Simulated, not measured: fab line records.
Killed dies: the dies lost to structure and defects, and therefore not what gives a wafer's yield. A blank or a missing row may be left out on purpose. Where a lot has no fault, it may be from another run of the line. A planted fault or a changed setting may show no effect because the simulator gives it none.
Which of the tools did it? || flow nand_harc || 11 lots with 33 wafers sampled at 5 steps, on a route of 1302 steps

== WHAT EACH GAUGE READ, for each wafer ==
NHARC_A_M1_CD_MEAS_09: the cd target is 120 nm.
{"lot": "L839", "measured": "day 23 05:45", "on": "cd_sem-01", "cd_nm (nm)": "120.7 120.0 119.7"}
{"lot": "L842", "measured": "day 24 03:05", "on": "cd_sem-02", "cd_nm (nm)": "119.8 119.9 120.0"}
{"lot": "L843", "measured": "day 24 11:23", "on": "cd_sem-01", "cd_nm (nm)": "119.3 119.8 119.4"}
{"lot": "L844", "measured": "day 24 16:18", "on": "cd_sem-03", "cd_nm (nm)": "119.0 119.2 119.9"}
{"lot": "L845", "measured": "day 24 17:32", "on": "cd_sem-01", "cd_nm (nm)": "119.7 120.0 120.4"}
{"lot": "L846", "measured": "day 26 01:48", "on": "cd_sem-01", "cd_nm (nm)": "120.3 120.5 120.1"}
{"lot": "L851", "measured": "day 27 21:55", "on": "cd_sem-01", "cd_nm (nm)": "120.1 118.8 119.4"}
{"lot": "L857", "measured": "day 30 09:33", "on": "cd_sem-02", "cd_nm (nm)": "119.5 118.8 119.3"}
{"lot": "L859", "measured": "day 30 23:37", "on": "cd_sem-01", "cd_nm (nm)": "119.8 119.9 118.8"}
{"lot": "L860", "measured": "day 31 13:19", "on": "cd_sem-01", "cd_nm (nm)": "120.0 120.1 119.8"}
{"lot": "L862", "measured": "day 32 08:31", "on": "cd_sem-02", "cd_nm (nm)": "119.8 119.8 120.6"}

NHARC_A_M1_INSPECT_27.
{"lot": "L839", "measured": "day 23 08:32", "on": "defect_inspect-02", "raw_defect_count": "493 526 398"}
{"lot": "L842", "measured": "day 24 05:50", "on": "defect_inspect-01", "raw_defect_count": "464 390 476"}
{"lot": "L843", "measured": "day 24 14:10", "on": "defect_inspect-01", "raw_defect_count": "466 489 549"}
{"lot": "L844", "measured": "day 24 19:07", "on": "defect_inspect-02", "raw_defect_count": "590 611 609"}
{"lot": "L845", "measured": "day 24 20:20", "on": "defect_inspect-01", "raw_defect_count": "636 439 449"}
{"lot": "L846", "measured": "day 26 04:39", "on": "defect_inspect-01", "raw_defect_count": "531 589 788"}
{"lot": "L851", "measured": "day 28 00:41", "on": "defect_inspect-01", "raw_defect_count": "381 373 441"}
{"lot": "L857", "measured": "day 30 12:19", "on": "defect_inspect-02", "raw_defect_count": "552 637 713"}
{"lot": "L859", "measured": "day 31 02:22", "on": "defect_inspect-02", "raw_defect_count": "391 579 555"}
{"lot": "L860", "measured": "day 31 16:08", "on": "defect_inspect-01", "raw_defect_count": "510 596 622"}
{"lot": "L862", "measured": "day 32 12:04", "on": "defect_inspect-01", "raw_defect_count": "445 430 441"}

== EACH LOT AND THE TOOL THAT RAN IT (in order: tool; ch and the chambers of the sampled wafers; start) ==
{"lot": "L839", "NHARC_A_M1_ETCH_28": "rie_diel-12 ch 0,1, day 23 07:29 or earlier", "NHARC_A_M1_ECD_22": "ecd_cu-01 ch 0,1, day 23 07:29", "NHARC_A_M1_CMP_23": "cmp-02 ch 0,1,3, day 23 08:07"}
{"lot": "L842", "NHARC_A_M1_ETCH_28": "rie_diel-11 ch 0,1,3, day 24 04:44 or earlier", "NHARC_A_M1_ECD_22": "ecd_cu-02 ch 0,1, day 24 04:44", "NHARC_A_M1_CMP_23": "cmp-01 ch 0,2,3, day 24 05:25"}
{"lot": "L843", "NHARC_A_M1_ETCH_28": "rie_diel-11 ch 0,2, day 24 13:05 or earlier", "NHARC_A_M1_ECD_22": "ecd_cu-01 ch 0,1, day 24 13:05", "NHARC_A_M1_CMP_23": "cmp-03 ch 0,3, day 24 13:42"}
{"lot": "L844", "NHARC_A_M1_ETCH_28": "rie_diel-11 ch 0,2,3, day 24 17:55 or earlier", "NHARC_A_M1_ECD_22": "ecd_cu-02 ch 0,1, day 24 17:55", "NHARC_A_M1_CMP_23": "cmp-03 ch 0,2, day 24 18:39"}
{"lot": "L845", "NHARC_A_M1_ETCH_28": "rie_diel-12 ch 0,2,3, day 24 19:08 or earlier", "NHARC_A_M1_ECD_22": "ecd_cu-02 ch 0,1, day 24 19:08", "NHARC_A_M1_CMP_23": "cmp-01 ch 0,1,2, day 24 19:51"}
{"lot": "L846", "NHARC_A_M1_ETCH_28": "rie_diel-04 ch 0,1,3, day 26 03:29 or earlier", "NHARC_A_M1_ECD_22": "ecd_cu-01 ch 0,1, day 26 03:29", "NHARC_A_M1_CMP_23": "cmp-02 ch 0,2, day 26 04:12"}
{"lot": "L851", "NHARC_A_M1_ETCH_28": "rie_diel-04 ch 0,2,3, day 27 23:29 or earlier", "NHARC_A_M1_ECD_22": "ecd_cu-01 ch 0,1, day 27 23:29", "NHARC_A_M1_CMP_23": "cmp-03 ch 0,1,2, day 28 00:13"}
{"lot": "L857", "NHARC_A_M1_ETCH_28": "rie_diel-12 ch 0,2, day 30 11:10 or earlier", "NHARC_A_M1_ECD_22": "ecd_cu-02 ch 0,1, day 30 11:10", "NHARC_A_M1_CMP_23": "cmp-03 ch 0,1, day 30 11:52"}
{"lot": "L859", "NHARC_A_M1_ETCH_28": "rie_diel-04 ch 0,1,3, day 31 01:11 or earlier", "NHARC_A_M1_ECD_22": "ecd_cu-02 ch 0,1, day 31 01:11", "NHARC_A_M1_CMP_23": "cmp-01 ch 0,1,2, day 31 01:54"}
{"lot": "L860", "NHARC_A_M1_ETCH_28": "rie_diel-11 ch 1,3, day 31 14:59 or earlier", "NHARC_A_M1_ECD_22": "ecd_cu-01 ch 0,1, day 31 14:59", "NHARC_A_M1_CMP_23": "cmp-01 ch 1,3, day 31 15:41"}
{"lot": "L862", "NHARC_A_M1_ETCH_28": "rie_diel-04 ch 0,2, day 32 10:04 or earlier", "NHARC_A_M1_ECD_22": "ecd_cu-01 ch 0,1, day 32 10:04", "NHARC_A_M1_CMP_23": "cmp-01 ch 0,1,3, day 32 11:37"}
- NHARC_A_M1_ETCH_28: etches the open film in CF4/N2, target depth 30 nm, time 72.99 s.
- NHARC_A_M1_ECD_22: material Cu, target thk 400 nm.
- NHARC_A_M1_CMP_23: polishes, t overpolish 20 s, target thk 154.34 nm.

== WHAT THE TOOLS THEMSELVES READ (means of the sampled wafers that have a number; where no wafer has one, the mark that the record gives instead) ==
NHARC_A_M1_ETCH_28.
{"lot": "L839", "tool": "rie_diel-12", "cf4_flow_sccm (sccm)": 50.08, "drypump_motor_current_A (A)": 5.1, "n2_flow_sccm (sccm)": 99.8, "oes_product_au (a.u.)": 0.996, "rf_vpp_V (V)": 316.0, "showerhead_plenum_p_Torr (Torr)": 2.70, "throttle_valve_pct (%)": 19.796}
{"lot": "L842", "tool": "rie_diel-11", "cf4_flow_sccm (sccm)": 50.07, "drypump_motor_current_A (A)": 6.2, "n2_flow_sccm (sccm)": 100.2, "oes_product_au (a.u.)": 1.017, "rf_vpp_V (V)": 315.1, "showerhead_plenum_p_Torr (Torr)": 2.69, "throttle_valve_pct (%)": 19.797}
{"lot": "L843", "tool": "rie_diel-11", "cf4_flow_sccm (sccm)": 49.96, "drypump_motor_current_A (A)": 6.2, "n2_flow_sccm (sccm)": 100.4, "oes_product_au (a.u.)": 1.000, "rf_vpp_V (V)": 317.2, "showerhead_plenum_p_Torr (Torr)": 2.78, "throttle_valve_pct (%)": 19.799}
{"lot": "L844", "tool": "rie_diel-11", "cf4_flow_sccm (sccm)": 50.06, "drypump_motor_current_A (A)": 6.2, "n2_flow_sccm (sccm)": 99.9, "oes_product_au (a.u.)": 0.996, "rf_vpp_V (V)": 315.4, "showerhead_plenum_p_Torr (Torr)": 2.72, "throttle_valve_pct (%)": 19.795}
{"lot": "L845", "tool": "rie_diel-12", "cf4_flow_sccm (sccm)": 50.06, "drypump_motor_current_A (A)": 5.7, "n2_flow_sccm (sccm)": 99.9, "oes_product_au (a.u.)": 0.995, "rf_vpp_V (V)": 312.5, "showerhead_plenum_p_Torr (Torr)": 2.58, "throttle_valve_pct (%)": 19.801}
{"lot": "L846", "tool": "rie_diel-04", "cf4_flow_sccm (sccm)": 49.90, "drypump_motor_current_A (A)": 5.8, "n2_flow_sccm (sccm)": 99.8, "oes_product_au (a.u.)": 0.989, "rf_vpp_V (V)": 314.0, "showerhead_plenum_p_Torr (Torr)": 2.60, "throttle_valve_pct (%)": 19.800}
{"lot": "L851", "tool": "rie_diel-04", "cf4_flow_sccm (sccm)": 49.96, "drypump_motor_current_A (A)": 5.6, "n2_flow_sccm (sccm)": 100.1, "oes_product_au (a.u.)": 1.008, "rf_vpp_V (V)": 314.1, "showerhead_plenum_p_Torr (Torr)": 2.58, "throttle_valve_pct (%)": 19.795}
{"lot": "L857", "tool": "rie_diel-12", "cf4_flow_sccm (sccm)": 49.99, "drypump_motor_current_A (A)": 5.6, "n2_flow_sccm (sccm)": 99.9, "oes_product_au (a.u.)": 1.008, "rf_vpp_V (V)": 314.4, "showerhead_plenum_p_Torr (Torr)": 2.61, "throttle_valve_pct (%)": 19.790}
{"lot": "L859", "tool": "rie_diel-04", "cf4_flow_sccm (sccm)": 50.00, "drypump_motor_current_A (A)": 5.8, "n2_flow_sccm (sccm)": 100.0, "oes_product_au (a.u.)": 0.995, "rf_vpp_V (V)": 313.6, "showerhead_plenum_p_Torr (Torr)": 2.60, "throttle_valve_pct (%)": 19.799}
{"lot": "L860", "tool": "rie_diel-11", "cf4_flow_sccm (sccm)": 49.92, "drypump_motor_current_A (A)": 5.9, "n2_flow_sccm (sccm)": 100.2, "oes_product_au (a.u.)": 1.003, "rf_vpp_V (V)": 314.4, "showerhead_plenum_p_Torr (Torr)": 2.68, "throttle_valve_pct (%)": 19.792}
{"lot": "L862", "tool": "rie_diel-04", "cf4_flow_sccm (sccm)": 50.00, "drypump_motor_current_A (A)": 5.7, "n2_flow_sccm (sccm)": 100.0, "oes_product_au (a.u.)": 0.996, "rf_vpp_V (V)": 313.3, "showerhead_plenum_p_Torr (Torr)": 2.51, "throttle_valve_pct (%)": 19.797}

NHARC_A_M1_ECD_22.
{"lot": "L839", "tool": "ecd_cu-01", "bath_temp_c (C)": 25.01}
{"lot": "L842", "tool": "ecd_cu-02", "bath_temp_c (C)": 25.10}
{"lot": "L843", "tool": "ecd_cu-01", "bath_temp_c (C)": 24.98}
{"lot": "L844", "tool": "ecd_cu-02", "bath_temp_c (C)": 25.04}
{"lot": "L845", "tool": "ecd_cu-02", "bath_temp_c (C)": 24.99}
{"lot": "L846", "tool": "ecd_cu-01", "bath_temp_c (C)": 25.02}
{"lot": "L851", "tool": "ecd_cu-01", "bath_temp_c (C)": 24.98}
{"lot": "L857", "tool": "ecd_cu-02", "bath_temp_c (C)": 24.96}
{"lot": "L859", "tool": "ecd_cu-02", "bath_temp_c (C)": 25.07}
{"lot": "L860", "tool": "ecd_cu-01", "bath_temp_c (C)": 25.10}
{"lot": "L862", "tool": "ecd_cu-01", "bath_temp_c (C)": 24.98}

NHARC_A_M1_CMP_23.
{"lot": "L839", "tool": "cmp-02", "motor_current_A (A)": 12.0, "slurry_filter_dp_kPa (kPa)": 13.46, "time_to_endpoint_s (s)": 30.1}
{"lot": "L842", "tool": "cmp-01", "motor_current_A (A)": 12.5, "slurry_filter_dp_kPa (kPa)": 13.56, "time_to_endpoint_s (s)": 29.3}
{"lot": "L843", "tool": "cmp-03", "motor_current_A (A)": 12.0, "slurry_filter_dp_kPa (kPa)": 13.40, "time_to_endpoint_s (s)": 28.6}
{"lot": "L844", "tool": "cmp-03", "motor_current_A (A)": 13.7, "slurry_filter_dp_kPa (kPa)": 13.44, "time_to_endpoint_s (s)": 27.9}
{"lot": "L845", "tool": "cmp-01", "motor_current_A (A)": 12.0, "slurry_filter_dp_kPa (kPa)": 13.58, "time_to_endpoint_s (s)": 26.5}
{"lot": "L846", "tool": "cmp-02", "motor_current_A (A)": 12.8, "slurry_filter_dp_kPa (kPa)": 13.47, "time_to_endpoint_s (s)": 30.3}
{"lot": "L851", "tool": "cmp-03", "motor_current_A (A)": 13.0, "slurry_filter_dp_kPa (kPa)": 13.54, "time_to_endpoint_s (s)": 29.2}
{"lot": "L857", "tool": "cmp-03", "motor_current_A (A)": 11.2, "slurry_filter_dp_kPa (kPa)": 13.51, "time_to_endpoint_s (s)": 24.8}
{"lot": "L859", "tool": "cmp-01", "motor_current_A (A)": 12.0, "slurry_filter_dp_kPa (kPa)": 13.43, "time_to_endpoint_s (s)": 22.0}
{"lot": "L860", "tool": "cmp-01", "motor_current_A (A)": 11.6, "slurry_filter_dp_kPa (kPa)": 13.48, "time_to_endpoint_s (s)": 29.5}
{"lot": "L862", "tool": "cmp-01", "motor_current_A (A)": 12.2, "slurry_filter_dp_kPa (kPa)": 13.65, "time_to_endpoint_s (s)": 29.8}

== THE ANSWER, worked out from the rows above alone ==
Rule: the usual values come from the lots themselves. Put in order of their means at a reading, lots are off if they are a third of the lots or fewer, leave a main group of 4 or more, and stand apart from it by a gap of 3 or more times the standard deviation of the main group's means; of several such gaps the widest counts. If all means in a main group match to the digits the tables above print for the reading, that group is not used. A lot without any number at a reading at which 4 lots or more have one is off too. Any other lot the step has rows for is counted as sound. After the gauges, taken in route order, come the tools' own readings; for these a lot's mean is taken, as printed above. At the first step where some lot is off, the reading lying furthest off is the one used; lots without a number count as furthest.
No lot is off on any of the readings shown, so nothing can be concluded from this.

== WHAT THE SIMULATOR PUT IN ==
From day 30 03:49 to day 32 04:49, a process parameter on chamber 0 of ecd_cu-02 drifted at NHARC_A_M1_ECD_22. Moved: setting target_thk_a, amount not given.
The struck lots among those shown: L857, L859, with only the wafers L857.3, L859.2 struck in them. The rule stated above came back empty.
